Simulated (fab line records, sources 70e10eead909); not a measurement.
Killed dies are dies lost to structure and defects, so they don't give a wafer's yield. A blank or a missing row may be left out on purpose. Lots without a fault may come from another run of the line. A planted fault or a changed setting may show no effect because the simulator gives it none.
Which tool did it? | flow nand_harc | 14 lots, 42 wafers sampled, at 5 steps of a route of 1159

WHAT THE GAUGES READ, wafer by wafer
NHARC_A_SOURCE_PLATE_INSPECT_08.
lot  | measured     | on                | raw_defect_count
L512 | day 8 01:41  | defect_inspect-02 | 43 47 53
L514 | day 8 01:42  | defect_inspect-01 | 113 92 47
L513 | day 8 01:43  | defect_inspect-02 | 78 88 116
L517 | day 8 11:29  | defect_inspect-01 | 68 60 54
L515 | day 8 11:31  | defect_inspect-02 | 61 62 41
L516 | day 8 18:25  | defect_inspect-02 | 42 50 74
L519 | day 9 04:14  | defect_inspect-01 | 69 45 65
L518 | day 9 04:16  | defect_inspect-01 | 101 80 67
L522 | day 9 16:53  | defect_inspect-02 | 36 55 58
L524 | day 10 20:50 | defect_inspect-01 | 74 54 55
L525 | day 10 20:50 | defect_inspect-02 | 75 49 113
L529 | day 11 20:37 | defect_inspect-01 | 53 42 82
L532 | day 12 19:14 | defect_inspect-02 | 31 57 52
L534 | day 13 02:38 | defect_inspect-02 | 135 85 96

NHARC_A_ONON_D1_THK_MEAS_24: measures by ellipsometry.
lot  | measured     | on            | thk_nm (nm)
L512 | day 8 12:59  | film_metro-02 | 988 987 986
L514 | day 8 12:47  | film_metro-01 | 991 991 993
L513 | day 8 13:07  | film_metro-01 | 1011 1012 1012
L517 | day 8 23:16  | film_metro-02 | 991 993 992
L515 | day 8 23:16  | film_metro-01 | 998 996 994
L516 | day 9 05:43  | film_metro-02 | 1003 1003 1004
L519 | day 9 15:22  | film_metro-02 | 1024 1026 1026
L518 | day 9 15:22  | film_metro-01 | 1004 1005 1007
L522 | day 10 06:21 | film_metro-02 | 996 997 998
L524 | day 11 10:22 | film_metro-02 | 1003 1006 1004
L525 | day 11 10:01 | film_metro-02 | 1003 1004 1002
L529 | day 12 09:20 | film_metro-02 | 1002 1001 1001
L532 | day 13 07:02 | film_metro-01 | 1774 1774 1775
L534 | day 13 16:59 | film_metro-02 | 1758 1759 1758

NHARC_END_SORT_01.
lot  | measured     | on        | killed_at_array | killed_at_other | killed_at_periphery | killed_dies | killed_open | killed_short
L532 | day 24 20:11 | prober-01 | 675 673 675     | 0 0 0           | 2 4 2               | 677 677 677 | 3 2 3       | 1 2 1
L534 | day 25 15:51 | prober-01 | 671 672 669     | 0 0 0           | 6 5 8               | 677 677 677 | 2 1 2       | 5 0 0

WHICH TOOL RAN EACH LOT (tool, then ch and the chambers of the sampled wafers, then the start)
lot  | NHARC_A_ONON_D1_DEP_22           | NHARC_A_ONON_D1_DEP_33
L512 | pecvd_onon-02 ch 0, day 8 12:29  | pecvd-03 ch 0,1,2, day 8 14:17
L514 | pecvd_onon-04 ch 0, day 8 12:17  | pecvd-02 ch 0,2, day 8 14:12
L513 | pecvd_onon-03 ch 0, day 8 12:36  | pecvd-01 ch 0,1, day 8 14:25
L517 | pecvd_onon-02 ch 0, day 8 22:45  | pecvd-03 ch 1,2, day 9 00:32
L515 | pecvd_onon-04 ch 0, day 8 22:45  | pecvd-02 ch 1,2, day 9 00:32
L516 | pecvd_onon-04 ch 0, day 9 05:19  | pecvd-02 ch 1,2, day 9 06:58
L519 | pecvd_onon-04 ch 0, day 9 14:55  | pecvd-02 ch 1,2, day 9 16:33
L518 | pecvd_onon-02 ch 0, day 9 14:51  | pecvd-01 ch 0,1, day 9 16:40
L522 | pecvd_onon-02 ch 0, day 10 05:50 | pecvd-02 ch 0,1,2, day 10 07:40
L524 | pecvd_onon-02 ch 0, day 11 09:52 | pecvd-03 ch 0,1,2, day 11 11:42
L525 | pecvd_onon-02 ch 0, day 11 09:31 | pecvd-02 ch 1,2, day 11 11:20
L529 | pecvd_onon-03 ch 0, day 12 08:49 | pecvd-02 ch 0,1,2, day 12 10:32
L532 | pecvd_onon-04 ch 0, day 13 06:38 | pecvd-01 ch 0,1,2, day 13 08:19
L534 | pecvd_onon-04 ch 0, day 13 16:35 | pecvd-03 ch 0,1, day 13 18:24
- NHARC_A_ONON_D1_DEP_22: target thk 1000 nm.
- NHARC_A_ONON_D1_DEP_33: deposits SiO2, target thk 200 nm.

WHAT THE TOOLS THEMSELVES READ (means of the sampled wafers that have a number; where no wafer has one, the mark that the record gives instead)
NHARC_A_ONON_D1_DEP_22.
lot  | tool          | nh3_flow_sccm (sccm)
L512 | pecvd_onon-02 | 498.9
L514 | pecvd_onon-04 | 501.0
L513 | pecvd_onon-03 | 498.5
L517 | pecvd_onon-02 | 499.6
L515 | pecvd_onon-04 | 500.1
L516 | pecvd_onon-04 | 500.5
L519 | pecvd_onon-04 | 499.7
L518 | pecvd_onon-02 | 498.1
L522 | pecvd_onon-02 | 501.4
L524 | pecvd_onon-02 | 499.9
L525 | pecvd_onon-02 | 500.8
L529 | pecvd_onon-03 | 501.5
L532 | pecvd_onon-04 | 498.7
L534 | pecvd_onon-04 | 500.7

NHARC_A_ONON_D1_DEP_33.
lot  | tool     | heater_power_w (W) | mfc_precursor_sccm (sccm) | throttle_valve_pct (%)
L512 | pecvd-03 | 583                | 161.3                     | 15.7
L514 | pecvd-02 | 535                | 161.6                     | 15.5
L513 | pecvd-01 | 584                | 161.5                     | 16.5
L517 | pecvd-03 | 626                | 161.6                     | 15.8
L515 | pecvd-02 | 674                | 161.5                     | 15.8
L516 | pecvd-02 | 638                | 161.6                     | 16.0
L519 | pecvd-02 | 546                | 161.8                     | 15.9
L518 | pecvd-01 | 520                | 161.5                     | 16.6
L522 | pecvd-02 | 526                | 161.2                     | 15.9
L524 | pecvd-03 | 566                | 161.6                     | 15.7
L525 | pecvd-02 | 620                | 161.0                     | 16.0
L529 | pecvd-02 | 532                | 161.6                     | 15.9
L532 | pecvd-01 | 557                | 161.2                     | 16.3
L534 | pecvd-03 | 556                | 161.3                     | 15.8

THE ANSWER, worked out from the rows above alone
Rule: what is usual is taken from the lots themselves. Put in order of their means at a reading, lots are off if they are a third of the lots or fewer, leave a main group of 4 or more, and stand apart from it by a gap of 3 or more times the standard deviation of the main group's means; of several such gaps the widest counts. A main group whose means are all the same, to the digits that the tables above print for the reading, isn't used. A lot without any number at a reading at which 4 lots or more have one is off too. The other lots that the step has rows for count as sound. The gauges are gone through in route order, then the tools' own readings, and for those a lot's mean is taken as printed above. The first step at which some lot is off is used, and at that step the reading that is off furthest; a lot without a number counts as furthest.
Off: L532, L534, at NHARC_A_ONON_D1_THK_MEAS_24 (thk_nm). The main group: mean 1002 nm, standard deviation 9.8.
A tool fits if, at a process step before that reading, it ran every lot that is off, and no sound lot after the first of them. The gauges at NHARC_A_ONON_D1_THK_MEAS_24 are tried like those tools. One fits: pecvd_onon-04 at NHARC_A_ONON_D1_DEP_22. Its last sound lot is L519 (day 9 14:55), its first lot that is off L532 (day 13 06:38): a fault that began between those two fits.

WHAT THE SIMULATOR HAD PUT IN
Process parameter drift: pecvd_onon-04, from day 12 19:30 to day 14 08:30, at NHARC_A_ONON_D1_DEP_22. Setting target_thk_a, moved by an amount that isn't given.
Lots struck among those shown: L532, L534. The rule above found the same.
